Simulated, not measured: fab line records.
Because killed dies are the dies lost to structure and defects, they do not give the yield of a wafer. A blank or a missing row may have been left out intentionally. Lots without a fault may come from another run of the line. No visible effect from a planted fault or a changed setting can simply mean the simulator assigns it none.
A struck lot beside a sound one	flow n5-finfet	37 steps out of a route of 1938
Sound: the wafers L896.1, L896.4, L896.6. The struck wafers were L890.1, L890.2, L890.5. The cause is named last.
Per side, at each step with rows, come the tool, then ch with its chambers, and then its first start. Under that, the readings that differ: sound wafers	struck wafers	difference of the means	sigmas: that difference in standard deviations of wafers without a fault.
alike: words and numbers the same on both sides, and readings whose means are apart by under 2 such deviations; not compared: readings that were withheld, readings missing a value for some wafer, numbers with overlapping values and no deviation given by the record, and bounds like >300 which may hide the same value.
Wherever a step has rows on one side only, a row that says differs or no value, or a row with sigmas, the two part there. Numbers that don't overlap but have no deviation are shown without sigmas and don't part them. A reading that every wafer of one side lacks parts them only if that side has two wafers or more.

first, 12 steps without rows for these wafers: N5_SD_EPI_P_STRIP_38 (strips in N2/H2); N5_SD_EPI_P_ETCHBACK_46 (etches SiNx in CH3F/O2, stops on SiO2, target depth 17.5 nm); N5_SD_EPI_P_ETCH_47 (etches SiOCN in CH3F/O2, target depth 25 nm); N5_SD_EPI_P_ETCH_16 (etches SiO2 in CHF3/O2, target depth 5 nm); N5_SD_EPI_P_STRIP_50 (strips in CHF3/O2); N5_SD_EPI_P_SD_RECESS_17 (chemistry HBr/Cl2/O2, target depth 39.1 nm, bt time 3 s); N5_SD_EPI_P_WET_ETCH_45 (etches SiO2 in dHF, time 10.7 s, target depth 2 nm, rinse time 30 s); N5_SD_EPI_P_STRIP_40 (strips in N2/H2); N5_SD_EPI_P_PRECLEAN_52 (cleans in O3/DIW, time 60 s); N5_SD_EPI_P_SRD_20 (time 30 s); N5_SD_EPI_P_PRECLEAN_51 (cleans in NF3:NH3, afs cycles 1, time 20 s, sublimation time 60 s); N5_SD_EPI_P_VAPOR_ETCH_44 (etches SiGe30 in NF3/Ar, time 3.3 s).
N5_SD_EPI_P_EPI_21: deposits SiGe:B, time 355 s.
  sound on epi-rpcvd-04 ch 0, day 8 16:36; struck on epi-rpcvd-02 ch 0, day 7 02:50
reading	sound	struck	difference	sigmas
epi-growth-time-s (s)	355 355 355	408.18 408.18 408.18	+53.18	
model.SiGe-B_of_SD_EPI_P_EPI_21.thk-nm (nm)	61.6 61.8 61.8	67.2 66.4 67.6	+5.3	
N5_SD_EPI_P_EPI_MEAS_23:
  sound on film-metro-02, day 8 18:47; struck on film-metro-01, day 7 05:02
reading	sound	struck	difference	sigmas
thk-nm (nm)	62.1 61.5 61.7	68.3 67.0 68.4	+6.1	+5
then, 8 steps without rows for these wafers: N5_SD_EPI_P_HM_STRIP_48 (strips SiNx in H3PO4, material SiNx, target depth 3 nm); N5_SD_EPI_P_SRD_49 (time 30 s); N5_SD_EPI_P_PRECLEAN_24 (cleans in O3/DIW, time 45 s); N5_SD_EPI_P_PRECLEAN_32 (cleans in dHF, time 10 s); N5_SD_EPI_P_PRECLEAN_33 (cleans in SC2, time 45 s); N5_SD_EPI_P_SRD_25 (time 30 s); N5_SD_ACTIVATION_RTA_00 (time 0 s); N5_SD_ACTIVATION_LSA_01 (time 0.0008 s).
N5_SD_ACTIVATION_RS_MEAS_03: uses a four-point probe to measure.
  sound on film-metro-01, day 8 19:25; struck on film-metro-01, day 7 05:38
reading	sound	struck	difference	sigmas
RS_SD_P (ohm/sq)	55.8 55.6 55.8	51.5 52.2 50.6	-4.3	-5
  alike: RS_SD_N
then, 12 steps without rows for these wafers: N5_ILD0_LINER_00 (material SiNx, target thk 4 nm, pulse time 1 s, purge time 2 s); N5_ILD0_FCVD_FILL_01 (material SiO2 flowable, target thk 200 nm, time 328.3 s); N5_ILD0_CURE_02 (time 1800 s); N5_ILD0_CMP_03 (polishes, stops on SiNx, t overpolish 1.9 s, target thk 197.38 nm); N5_ILD0_CMP_07 (polishes SiO2 flowable, stops on poly-Si, t overpolish 1.18 s, target thk 138.88 nm); N5_ILD0_PRECLEAN_10 (cleans in NF3:NH3, afs cycles 5, time 20 s, sublimation time 60 s); N5_ILD0_ALD_15 (deposits SiNx, target thk 24 nm, pulse time 1 s, ald cycles 480); N5_ILD0_CMP_12 (polishes SiNx, stops on poly-Si, t overpolish 6 s, target thk 17.67 nm); N5_SDB_HM_DEP_00 (deposits SiNx from SiH4/NH3/N2, target thk 40 nm, time 35.3 s); N5_SDB_COAT_03 (time 60 s, resist thk 100 nm); N5_SDB_COAT_04 (time 60 s, resist thk 18 nm); N5_SDB_COAT_05 (resist thk 90 nm).
N5_MOL_CONTACT_COAG_ETCH_110: etches Si in CF4/O2, target depth 2.5 nm, time 8 s.
  sound on rie-diel-04 ch 1,2, day 10 00:24; struck on rie-diel-02 ch 1,3, day 8 13:18
reading	sound	struck	difference	sigmas
model.SiGe-B_of_SD_EPI_P_EPI_21.thk-nm (nm)	58.8 59 59	64 63.2 64.4	+5	
  alike: drypump-motor-current-A, oes-product-au, rf-vpp-V, showerhead-plenum-p-Torr, throttle-valve-pct
  not compared: rf-hours-counter-h
-- the record jumps here: 4 days lie between the struck wafers' starts before and after (it left off in module MOL_CONTACT_COAG and takes up again in module BEOL_M4, whose first step shown is number 1111 of the route) --
N5_BEOL_M4_RC_MEAS_101:
  sound on prober-02 ch 0, day 14 02:40; struck on prober-01 ch 0, day 12 03:58
reading	sound	struck	difference	sigmas
IOFF_P (nA/um)	0.17 0.17 0.14	0.26 0.29 0.26	+0.11	+3
ION_N (uA/um)	673 661 659	722 727 723	+60	+5
ION_P (uA/um)	464 451 456	513 508 508	+53	+7
RS_SD_P (ohm/sq)	65.8 65.5 65.8	59.8 60.8 60.1	-5.5	-5
VT_P (mV)	-253 -255 -256	-243 -244 -244	+11	+3
  alike: DIBL_N, DIBL_P, IOFF_N, SS_N, SS_P, VT_N

WHERE THEY PART
At N5_SD_EPI_P_EPI_MEAS_23 first; at N5_BEOL_M4_RC_MEAS_101 last (within this record only).

WHY: what had been put in by the simulator
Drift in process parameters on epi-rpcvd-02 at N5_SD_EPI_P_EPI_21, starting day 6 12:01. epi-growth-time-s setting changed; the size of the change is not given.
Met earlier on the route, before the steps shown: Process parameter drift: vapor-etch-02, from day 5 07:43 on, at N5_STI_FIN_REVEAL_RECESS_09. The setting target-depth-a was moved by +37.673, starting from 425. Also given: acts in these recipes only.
